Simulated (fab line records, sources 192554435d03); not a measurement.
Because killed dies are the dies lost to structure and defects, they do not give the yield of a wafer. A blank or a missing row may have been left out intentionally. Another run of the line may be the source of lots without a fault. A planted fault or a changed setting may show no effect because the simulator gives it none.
Matching of chambers / flow n5_finfet / N5_BEOL_M7_CURE_75 on uv_cure-03: 3 sister chambers
The step cures SiCOH lowk, time 120 s. 6 wafers are shown with their chamber, then 11 later ones without.

## EACH WAFER AND ITS CHAMBER
wafer=L083.3; chamber=0; wafer_temp_C_max=370.7; lamp_power_pct (%)=52.44
wafer=L083.6; chamber=0; wafer_temp_C_max=370.7; lamp_power_pct (%)=52.20
wafer=L089.4; chamber=1; wafer_temp_C_max=371.5; lamp_power_pct (%)=52.26
wafer=L091.4; chamber=2; wafer_temp_C_max=372.2; lamp_power_pct (%)=52.34
wafer=L091.5; chamber=2; wafer_temp_C_max=371.5; lamp_power_pct (%)=52.30
wafer=L092.1; chamber=1; wafer_temp_C_max=371.3; lamp_power_pct (%)=52.44

## WAFERS WITH NO CHAMBER GIVEN
wafer=L092.4; wafer_temp_C_max=371.1; lamp_power_pct (%)=52.32
wafer=L092.6; wafer_temp_C_max=371.3; lamp_power_pct (%)=52.28
wafer=L092.2; wafer_temp_C_max=371.3; lamp_power_pct (%)=52.30
wafer=L092.3; wafer_temp_C_max=371.7; lamp_power_pct (%)=52.34
wafer=L092.5; wafer_temp_C_max=371.0; lamp_power_pct (%)=52.28
wafer=L093.2; wafer_temp_C_max=372.0; lamp_power_pct (%)=52.26
wafer=L093.3; wafer_temp_C_max=371.2; lamp_power_pct (%)=52.29
wafer=L093.6; wafer_temp_C_max=371.0; lamp_power_pct (%)=52.30
wafer=L095.1; wafer_temp_C_max=371.0; lamp_power_pct (%)=52.23
wafer=L095.2; wafer_temp_C_max=371.5; lamp_power_pct (%)=52.20
wafer=L095.6; wafer_temp_C_max=371.1; lamp_power_pct (%)=52.32

## WHICH CHAMBER EACH ONE RAN IN
wafer=L092.4; from the rows above=can't be placed: 1 or 0 or 2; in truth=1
wafer=L092.6; from the rows above=can't be placed: 1 or 2 or 0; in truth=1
wafer=L092.2; from the rows above=can't be placed: 1 or 2 or 0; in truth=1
wafer=L092.3; from the rows above=can't be placed: 2 or 1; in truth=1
wafer=L092.5; from the rows above=can't be placed: 0 or 1 or 2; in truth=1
wafer=L093.2; from the rows above=can't be placed: 2 or 1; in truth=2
wafer=L093.3; from the rows above=can't be placed: 1 or 0 or 2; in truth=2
wafer=L093.6; from the rows above=can't be placed: 0 or 1 or 2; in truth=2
wafer=L095.1; from the rows above=can't be placed: 0 or 1 or 2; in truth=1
wafer=L095.2; from the rows above=can't be placed: 1 or 2 or 0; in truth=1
wafer=L095.6; from the rows above=can't be placed: 1 or 0 or 2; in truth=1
Correct placement for 0 of the 11. Can't be placed from these rows: 11 (the true chamber is among the candidates in 11). Number placed wrongly: 0.
How it was worked out, from the rows above alone: a wafer's distance from a chamber is the root of the sum, over the readings, of the square of ((its reading less the chamber's mean) divided by the reading's scatter). If the next closest chamber is less than 2 further off than the closest, the wafer can't be placed; otherwise it belongs to the closest. A chamber's mean is the mean of its shown wafers. The scatter is the square root of a quotient: the sum, over the shown wafers, of each reading's squared deviation from its chamber's mean, divided by wafers minus chambers.
